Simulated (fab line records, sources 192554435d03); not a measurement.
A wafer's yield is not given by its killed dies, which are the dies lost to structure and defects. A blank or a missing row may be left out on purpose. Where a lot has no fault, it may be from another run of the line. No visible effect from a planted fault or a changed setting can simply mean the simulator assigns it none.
fab line records :: flow n5-finfet
record
  lots=4
  wafers=12
  last-day=16
route steps=1938 shown MOL_CONTACT_COAG@532 PASSIVATION@1936
lots with no fault: from the same line, run without faults
start-h: hours from the record's opening day to when the first of the lot's shown wafers began :: wait-h: hours from the lot's prior step to this one :: " the same as in the row above :: L1.1+2: several wafers, shown together as one row :: - value missing, or start not given :: * or withheld: withheld :: < > ~ a bound
route shown NAME@n: NAME is a module with steps in the file, n the number in the route of the first one :: usual: mean/standard deviation taken from wafers without a fault :: same: alike in all rows :: chamber/n: place in a boat :: sites: per-site readings :: _std_site: the values' standard deviation :: _edge_site: inner sites' mean taken away from outer sites' mean :: radius-mm: how far each site lies from the wafer's centre :: mask NAME#n: copy n :: behind: tool/chamber where the wafer was last shaped :: hold: reason for holding the lot/hours on hold/outcome of the hold :: device: whichever transistor did not switch (one of n, p or np) :: end of line: at the end of the route, the tests of the same wafers :: a step with no rows: only its recipe :: killed: dies that structure and defects cost at the first sort, which is not the same as the wafer's yield :: map: shows each die of a wafer: x if killed, . if not, _ if none is there
set.NAME: the run value of the setting; set.NAME@STEP: its run value at that earlier step :: model.NAME: the simulator's own value behind a step, which no gauge read
lots at selected steps of the route; one table per step, one row per wafer
## steps
# step N5_MOL_CONTACT_COAG_ETCH_106
# recipe
  chemistry=N2/H2
  target=SOC
  target-depth-a=800
  overetch-a=160
  mask-material=SiARC
  temp-c=40
  time-s=120
  ion-energy-ev=200
  pressure-mtorr=30
  source-w=840
  bias-w=150
  n2-flow-sccm=200
  h2-flow-sccm=200
# step N5_MOL_CONTACT_COAG_STRIP_107
# recipe
  chemistry=N2/H2
  temp-c=40
  n2-flow-sccm=200
  h2-flow-sccm=200
  rf-frequency-hz=6e+07
# step N5_MOL_CONTACT_COAG_STRIP_108
# recipe
  chemistry=N2/H2
  temp-c=40
  n2-flow-sccm=200
  h2-flow-sccm=200
  rf-frequency-hz=6e+07
# step N5_MOL_CONTACT_COAG_CONTACT_ETCH_14
# recipe
  chemistry=C4F6/O2
  target=SiO2
  target-depth-a=275
  overetch-a=85
  mask-material=SOC
  pressure-mtorr=30
  source-w=370
  bias-w=185
  Ar_flow_sccm=300
  C4F6_flow_sccm=16
  O2_flow_sccm=10
  time-s=20
  ion-energy-ev=259.6
# step N5_MOL_CONTACT_COAG_STRIP_109
# recipe
  chemistry=C4F6/O2
  resist=SiARC
  rf-frequency-hz=6e+07
# step N5_MOL_CONTACT_COAG_ETCH_15
# recipe
  chemistry=CH3F/O2
  target=SiNx
  target-depth-a=70
  mask-material=SOC
  stop-on=Si:P
  over-etch-frac=0.75
  ion-energy-ev=120
  pressure-mtorr=30
  source-w=395
  bias-w=73
  Ar_flow_sccm=150
  CH3F_flow_sccm=30
  O2_flow_sccm=20
# step N5_MOL_CONTACT_COAG_ETCH_110
# recipe
  chemistry=CF4/O2
  target=Si
  target-depth-a=25
  time-s=8
  pressure-mtorr=100
  source-w=200
  bias-w=12
  ion-energy-ev=60
  Ar_flow_sccm=100
  cf4-flow-sccm=100
  O2_flow_sccm=10
# step N5_MOL_CONTACT_COAG_STRIP_98
# recipe
  chemistry=N2/H2
  power-w=500
  temp-c=40
  pressure-mtorr=50
  rf-frequency-hz=6e+07
  overash-fraction=0.3
  bias-power-w=8
  h2-frac=0.5
  n2-flow-sccm=300
  h2-flow-sccm=300
# step N5_MOL_CONTACT_COAG_IMPLANT_129
# recipe
  species=Ge
  energy-kev=3
  dose-cm2=6e+14
  tilt-deg=0
  rotation-deg=0
# step N5_MOL_CONTACT_COAG_PRECLEAN_111
# recipe
  chemistry=NF3:NH3
  afs-cycles=1
  temp-c=30
  time-s=20
  sublimation-temp-c=180
  sublimation-time-s=60
  pressure-torr=3
  rf-power-w=30
# step N5_MOL_CONTACT_COAG_TI_SIL_19
# recipe
  material=Ti
  target-thk-a=42
  temp-c=200
  chamber-pressure-pa=5
  power-w=5000
  time-s=15
# step N5_MOL_CONTACT_COAG_ALD_20
# recipe
  material=TiN
  target-thk-a=15
  temp-c=400
  ald-precursor-family=TiCl4
  ald-co-reactant=NH3
  pulse-time-s=1
  purge-time-s=3
  co-reactant-purge-time-s=2
  co-reactant-pulse-time-s=2
  ald-cycles=68
  pressure-torr=3
# usual
  chamber-pressure-Torr=3.000/0.007
  heater-power-w=925/67
  precursor-pulse-height-rel=1.001/0.022
  susceptor-temp-C=400.01/0.21
# same
  pulse-time-s=1
lot.wafer: L228.1
tool: ald-metal-03
chamber: 2
start-h: 150.46
wait-h: 0.1
chamber-pressure-Torr: 2.991
heater-power-w: 857
precursor-pulse-height-rel: 0.997
susceptor-temp-C: 399.86

lot.wafer: L228.2
tool: ald-metal-03
chamber: 1
start-h: 150.46
wait-h: 0.1
chamber-pressure-Torr: 3.004
heater-power-w: 957
precursor-pulse-height-rel: 1.018
susceptor-temp-C: 399.96

lot.wafer: L228.3
tool: ald-metal-03
chamber: 3
start-h: 150.46
wait-h: 0.1
chamber-pressure-Torr: 3.008
heater-power-w: 964
precursor-pulse-height-rel: 1.003
susceptor-temp-C: 400.12

lot.wafer: L230.3
tool: ald-metal-01
chamber: 2
start-h: 173.05
wait-h: 0.1
chamber-pressure-Torr: 3.002
heater-power-w: 896
precursor-pulse-height-rel: 1.006
susceptor-temp-C: 400.18

lot.wafer: L230.4
tool: ald-metal-01
chamber: 0
start-h: 173.05
wait-h: 0.1
chamber-pressure-Torr: 3.009
heater-power-w: 918
precursor-pulse-height-rel: 0.989
susceptor-temp-C: 399.60

lot.wafer: L230.5
tool: ald-metal-01
chamber: 2
start-h: 173.05
wait-h: 0.1
chamber-pressure-Torr: 3.005
heater-power-w: 916
precursor-pulse-height-rel: 1.012
susceptor-temp-C: 400.58

lot.wafer: L233.2
tool: ald-metal-01
chamber: 0
start-h: 182.46
wait-h: 0.1
chamber-pressure-Torr: 3.002
heater-power-w: 937
precursor-pulse-height-rel: 0.950
susceptor-temp-C: 399.87

lot.wafer: L233.3
tool: ald-metal-01
chamber: 2
start-h: 182.46
wait-h: 0.1
chamber-pressure-Torr: 2.984
heater-power-w: 910
precursor-pulse-height-rel: 1.041
susceptor-temp-C: 400.10

lot.wafer: L233.4
tool: ald-metal-01
chamber: 3
start-h: 182.46
wait-h: 0.1
chamber-pressure-Torr: 2.999
heater-power-w: 866
precursor-pulse-height-rel: 0.975
susceptor-temp-C: 400.17

lot.wafer: L235.1
tool: ald-metal-01
chamber: 0
start-h: 191.53
wait-h: 0.1
chamber-pressure-Torr: 3.006
heater-power-w: 913
precursor-pulse-height-rel: 0.948
susceptor-temp-C: 399.93

lot.wafer: L235.5
tool: ald-metal-01
chamber: 3
start-h: 191.53
wait-h: 0.1
chamber-pressure-Torr: 2.996
heater-power-w: 892
precursor-pulse-height-rel: 0.993
susceptor-temp-C: 400.05

lot.wafer: L235.6
tool: ald-metal-01
chamber: 2
start-h: 191.53
wait-h: 0.1
chamber-pressure-Torr: 3.000
heater-power-w: 907
precursor-pulse-height-rel: 0.981
susceptor-temp-C: 399.76
# step N5_MOL_CONTACT_COAG_SIL_ANNEAL_21
# recipe
  temp-c=550
  time-s=60
  ambient=N2
# step N5_MOL_CONTACT_COAG_PRE_CLEAN_141
# recipe
  gas=H2/He
  time-s=60
  temp-c=300
# step N5_MOL_CONTACT_COAG_SPUTTER_143
# recipe
  material=Co
  target-thk-a=25
  temp-c=25
  chamber-pressure-pa=0.2
# step N5_MOL_CONTACT_COAG_CO_FILL_22
# recipe
  material=Co
  target-thk-a=200
  temp-c=200
  precursor=CCTBA/H2
  pressure-torr=30
# step N5_MOL_CONTACT_COAG_ANNEAL_113
# recipe
  temp-c=400
  time-s=300
  ambient=H2/N2
# step N5_MOL_CONTACT_COAG_PRE_CLEAN_142
# recipe
  gas=H2/He
  time-s=60
  temp-c=300
# step N5_MOL_CONTACT_COAG_SPUTTER_130
# recipe
  material=Co
  target-thk-a=475
  temp-c=25
  chamber-pressure-pa=0.5
  power-w=3000
# step N5_MOL_CONTACT_COAG_PRECLEAN_125
# recipe
  chemistry=DIW
  time-s=57.5
  temp-c=23
# step N5_MOL_CONTACT_COAG_SRD_126
# recipe
  dry-time-s=32
  dry=n2-spin
  spin-rpm=1500
# step N5_MOL_CONTACT_COAG_CMP_23
# recipe
  stop-on=SiO2
  t-overpolish-s=1.5
  post-cmp-clean=cu-alkaline
  down-force-psi=2
  platen-rpm=50.289
  pad-velocity-m-s=1.0006
  target-thk-nm=0
# step N5_MOL_CONTACT_COAG_WET_ETCH_26
# recipe
  target=Co
  target-depth-nm=13
# step N5_MOL_CONTACT_COAG_WET_ETCH_116
# recipe
  chemistry=SC1-inhibited
  target-depth-nm=4.6
  dry=ipa-marangoni
  rinse-time-s=30
  rinse-temp-c=23
# step N5_MOL_CONTACT_COAG_ALD_27
# recipe
  material=SiOC
  target-thk-a=170
  temp-c=400
  ald-precursor-family=carbosiloxane
  ald-co-reactant=H2-plasma
  pulse-time-s=1.5
  time-s=2720
  purge-time-s=2
  co-reactant-purge-time-s=2
  ald-cycles=340
  pressure-torr=2
# step N5_MOL_CONTACT_COAG_CMP_28
# recipe
  stop-on=SiNx
  t-overpolish-s=0.85
  post-cmp-clean=alkaline-brush
  down-force-psi=4.15
  platen-rpm=51.8
  pad-velocity-m-s=1.0307
  target-thk-nm=14.522
# step N5_MOL_CONTACT_COAG_ALD_123
# recipe
  material=SiNx
  target-thk-a=50
  temp-c=400
  ald-precursor-family=SiH2I2
  ald-co-reactant=N2/H2-plasma
  pulse-time-s=1
  purge-time-s=2
  co-reactant-purge-time-s=2
  ald-cycles=100
  pressure-torr=2
# step N5_MOL_CONTACT_COAG_PECVD_31
# recipe
  material=SiO2
  target-thk-a=460
  temp-c=400
  precursor=TEOS/O2
  pressure-torr=6.5
  rf-w=withheld
  teos-flow-sccm=withheld
  gas=O2
  flow-sccm=2650
  time-s=8.9
# step N5_MOL_CONTACT_COAG_COAT_75
# recipe
  resist=SOC
  temp-c=250
  time-s=60
  spin-rpm=1500
  resist-thk-nm=60
# step N5_MOL_CONTACT_COAG_COAT_76
# recipe
  resist=SiARC
  temp-c=220
  time-s=60
  spin-rpm=1500
  resist-thk-nm=10
# step N5_MOL_CONTACT_COAG_COAT_77
# recipe
  resist=underlayer
  temp-c=205
  time-s=60
  spin-rpm=1500
  resist-thk-nm=10
# step N5_MOL_CONTACT_COAG_COAT_78
# recipe
  resist=CAR-EUV
  spin-rpm=1500
  resist-thk-nm=40
# step N5_MOL_CONTACT_COAG_EBR_80
# recipe
  solvent=PGMEA
  ebr-width-mm=1.5
# step N5_MOL_CONTACT_COAG_SOFTBAKE_79
# recipe
  temp-c=110
  time-s=60
  resist=CAR-EUV
# step N5_MOL_CONTACT_COAG_EXPOSE_81
# recipe
  mask-id=VG
  na=0.33
  source-shape=annular
  sigma-inner=0.3
  sigma-outer=0.7
  polarization=unpolarized
  defocus-nm=0
  dose-mj=59.5
# step N5_MOL_CONTACT_COAG_PEB_82
# recipe
  peb-temp-c=100
  peb-time-s=60
  resist=CAR-EUV
# step N5_MOL_CONTACT_COAG_DEVELOP_83
# recipe
  develop-time-s=30
  developer=TMAH
  resist=CAR-EUV
  rinse-liquid=surfactant-rinse
  dry=air-spin
  dev-temp-c=23
# step N5_PASSIVATION_PROBE_49
# usual
  killed_at_M0_to_M3=33/9.9
  killed_at_M4_up=14/6.4
  killed-at-contacts=12/7
  killed-at-front-end=41/13
  killed-at-other=3.1/2.9
  killed-dies=103/20
  killed-on-rim=13/4
  killed-open=67/14
  killed-short=34/9.4
# same
  gross-dies=1180
  killed-at-back-side=0
lot.wafer: L230.3
tool: prober-01
chamber: -
start-h: 345.55
wait-h: 0.1
killed_at_M0_to_M3: 33
killed_at_M4_up: 33
killed-at-contacts: 15
killed-at-front-end: 49
killed-at-other: 5
killed-dies: 135
killed-on-rim: 18
killed-open: 91
killed-short: 36

lot.wafer: L230.4
tool: prober-01
chamber: -
start-h: 345.60
wait-h: 0.2
killed_at_M0_to_M3: 24
killed_at_M4_up: 24
killed-at-contacts: 19
killed-at-front-end: 27
killed-at-other: 1
killed-dies: 95
killed-on-rim: 18
killed-open: 74
killed-short: 20

lot.wafer: L230.5
tool: prober-01
chamber: -
start-h: 345.65
wait-h: 0.2
killed_at_M0_to_M3: 24
killed_at_M4_up: 12
killed-at-contacts: 14
killed-at-front-end: 41
killed-at-other: 3
killed-dies: 94
killed-on-rim: 14
killed-open: 64
killed-short: 27

lot.wafer: L233.2
tool: prober-01
chamber: -
start-h: 362.36
wait-h: 0.1
killed_at_M0_to_M3: 26
killed_at_M4_up: 9
killed-at-contacts: 40
killed-at-front-end: 37
killed-at-other: 12
killed-dies: 124
killed-on-rim: 22
killed-open: 53
killed-short: 34

lot.wafer: L233.3
tool: prober-01
chamber: -
start-h: 362.41
wait-h: 0.1
killed_at_M0_to_M3: 22
killed_at_M4_up: 18
killed-at-contacts: 11
killed-at-front-end: 14
killed-at-other: 3
killed-dies: 68
killed-on-rim: 6
killed-open: 51
killed-short: 16

lot.wafer: L233.4
tool: prober-01
chamber: -
start-h: 362.46
wait-h: 0.2
killed_at_M0_to_M3: 20
killed_at_M4_up: 10
killed-at-contacts: 9
killed-at-front-end: 39
killed-at-other: 8
killed-dies: 86
killed-on-rim: 14
killed-open: 61
killed-short: 24

lot.wafer: L235.1
tool: prober-02
chamber: -
start-h: 378.20
wait-h: 0.0
killed_at_M0_to_M3: 39
killed_at_M4_up: 13
killed-at-contacts: 49
killed-at-front-end: 44
killed-at-other: 4
killed-dies: 149
killed-on-rim: 27
killed-open: 70
killed-short: 38

lot.wafer: L235.5
tool: prober-02
chamber: -
start-h: 378.40
wait-h: 0.2
killed_at_M0_to_M3: 28
killed_at_M4_up: 17
killed-at-contacts: 4
killed-at-front-end: 52
killed-at-other: 1
killed-dies: 102
killed-on-rim: 13
killed-open: 60
killed-short: 34

lot.wafer: L235.6
tool: prober-02
chamber: -
start-h: 378.45
wait-h: 0.3
killed_at_M0_to_M3: 39
killed_at_M4_up: 12
killed-at-contacts: 10
killed-at-front-end: 35
killed-at-other: 3
killed-dies: 99
killed-on-rim: 12
killed-open: 71
killed-short: 26
# killed by level:class
L230.3 BEOL_M4:geometric-particle:open=16 MOL_CONTACT_COAG:geometric-particle:open=13 DUMMY_GATE:geometric-particle:open=12 BEOL_M0_SAQP:geometric-particle:short=9 BEOL_M1:geometric-particle:open=8 STARTING-WAFER:geometric-particle:short=7 BEOL_M0_SAQP:geometric-particle:open=7 BEOL_M2:geometric-particle:open=6
L230.4 MOL_CONTACT_COAG:geometric-particle:open=13 BEOL_M4:geometric-particle:open=11 FIN_SAQP:geometric-particle:open=8 BEOL_M3:geometric-particle:open=7 DUMMY_GATE:geometric-particle:open=6 BEOL_M0_SAQP:geometric-particle:short=6 MOL_CONTACT_COAG:geometric-particle:short=5 BEOL_M5:geometric-particle:open=5
L230.5 FIN_SAQP:geometric-particle:open=13 MOL_CONTACT_COAG:geometric-particle:open=12 BEOL_M2:geometric-particle:open=8 FIN_SAQP:geometric-particle:short=6 BEOL_M0_SAQP:geometric-particle:open=5 BEOL_M4:geometric-particle:open=5 STI_FIN_REVEAL:geometric-particle:open=4 BEOL_M0_SAQP:geometric-particle:short=4
L233.2 MOL_CONTACT_COAG:unspecified=34 GATE_CUT:geometric-particle:short=8 FIN_SAQP:geometric-particle:open=7 BEOL_M3:geometric-particle:open=7 STI_FIN_REVEAL:geometric-particle:open=7 BEOL_M0_SAQP:geometric-particle:open=6 MOL_CONTACT_COAG:geometric-particle:open=5 STARTING-WAFER:geometric-particle:open=4
L233.3 MOL_CONTACT_COAG:geometric-particle:open=9 BEOL_M1:geometric-particle:open=7 BEOL_M5:geometric-particle:open=6 FIN_SAQP:geometric-particle:open=5 BEOL_M4:geometric-particle:open=5 BEOL_M0_SAQP:geometric-particle:short=4 DUMMY_GATE:geometric-particle:open=3 BEOL_M0_SAQP:geometric-particle:open=3
L233.4 FIN_SAQP:geometric-particle:open=12 MOL_CONTACT_COAG:geometric-particle:open=8 STI_FIN_REVEAL:geometric-particle:open=7 BEOL_M1:geometric-particle:open=6 GATE_CUT:geometric-particle:open=5 BEOL_M0_SAQP:geometric-particle:open=4 PASS1_CAP:geometric-particle:short=4 FIN_SAQP:geometric-particle:short=3
L235.1 MOL_CONTACT_COAG:unspecified=38 BEOL_M0_SAQP:geometric-particle:short=15 STI_FIN_REVEAL:geometric-particle:open=13 FIN_SAQP:geometric-particle:open=12 MOL_CONTACT_COAG:geometric-particle:open=10 BEOL_M0_SAQP:geometric-particle:open=9 BEOL_M3:geometric-particle:open=9 FIN_SAQP:geometric-particle:short=5
L235.5 STI_FIN_REVEAL:geometric-particle:open=14 FIN_SAQP:geometric-particle:short=13 BEOL_M3:geometric-particle:open=9 FIN_SAQP:geometric-particle:open=8 BEOL_M0_SAQP:geometric-particle:short=7 HKMG_FIN:area-etch=7 BEOL_M0_SAQP:geometric-particle:open=5 MOL_CONTACT_COAG:geometric-particle:open=4
L235.6 BEOL_M0_SAQP:geometric-particle:open=11 MOL_CONTACT_COAG:geometric-particle:open=10 BEOL_M0_SAQP:geometric-particle:short=10 BEOL_M4:geometric-particle:open=8 FIN_SAQP:geometric-particle:open=7 DUMMY_GATE:geometric-particle:open=5 BEOL_M3:geometric-particle:open=5 FIN_SAQP:geometric-particle:short=4
# map L233.2 (x killed, . not)
_________________....xxxxxxxx________________
______________........xxxxxxxxxx_____________
___________.....x.....x.xxxxxxxxx.x__________
__________x.........xx.x..xx...xxx.._________
________.........x..x...x.....x......._______
_______.x.................x............______
______............x....................._____
_____...x.x......................x.......____
____.x............x...x.x.................___
___.x..xx..............x........x...x......__
___...........x.x.....x....................__
__...x.........x.............x.............._
__...........x...xx...x....................._
_.............x..............................
_.....................x...x.x........xx..x.x.
_...x............x...........x....x..........
_.....x................................xx....
_.................x..x..x.......x............
_.....x......................x...............
_.......x...x.x...................x.......x..
_.....x......................x.....x.........
__.................................x...xx..._
__............x.x.........x...............x._
___.....x......................x...........__
___..............x............x.......x....__
____......x..............x..........x.....___
_____............................x...x...____
______.x.....................x.........._____
_______................................______
________.....x.................x......_______
__________...x.............x........_________
___________................x..x....__________
______________.x................_____________
_________________............________________
# map L235.1 (x killed, . not)
_________________....xxxxxxxx________________
______________........x.xxxxxxxx_____________
___________......x.....xx.xxxxxxxx.__________
__________..............x.xxxxxx..x._________
________...................x..x......._______
_______xx............x.........x.......______
______...........................x......_____
_____...x.........x.......x.x............____
____................x.......x.............___
___...........x..x......x..x...............__
___.......x...............x................__
__.x.................x..x...........x......._
__....x.......x......xx.......x.....x.x....._
_.........x................x.......x....xxxxx
_.........x........x...............x..x......
_...x....x..........x.x...x................x.
_.....x.............x..................x.xx..
_..............xx............................
_.....x...x......x.......x.......x.........x.
_............xx.......x......................
_.....x......xx.x..........x.....x...........
__..............x.....................x....._
__.........................................._
___.x.......x......x......x..x.............__
___........xx.x.x..x.x.x..x...........x....__
____..x......x.x....x..x...x..x..x........___
_____..........x.......x.................____
______xx................................_____
_______x..........x..............x.....______
________............x...xx......x....._______
__________.x..............x....x...._________
___________...x.............x......__________
______________......x..x........_____________
_________________...x........________________
## key
first-sign
  step=N5_PASSIVATION_PROBE_49
  reading=killed-at-contacts
  direction=up
  sigmas=4.7
  usual=12
  struck=44
effect
  step=N5_PASSIVATION_PROBE_49
  reading=killed-on-rim
  direction=up
  sigmas=3
  usual=13
  struck=24
more-kills-born-at
  N5_MOL_CONTACT_COAG_ALD_20@ald-metal-01=72
met-at N5_MOL_CONTACT_COAG_ALD_20
struck-wafers L233.2,L235.1
tester-left-out L233,L235
onset-between 173.05 182.46
fault
  kind=chamber-particle-source
  tool=ald-metal-01
  chamber=0
  onset-h=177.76
  steps=N5_MOL_CONTACT_COAG_ALD_20
  rate-per-visit-cm2=0.95356
  end-h=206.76
# tester-left-out: of these lots the tester's yield and bins aren't shown, on N5 and GAA mostly nor the transistor test; their killed dies are dies lost to structure and defects alone, not to doping, threshold or leakage, so they don't give the yield
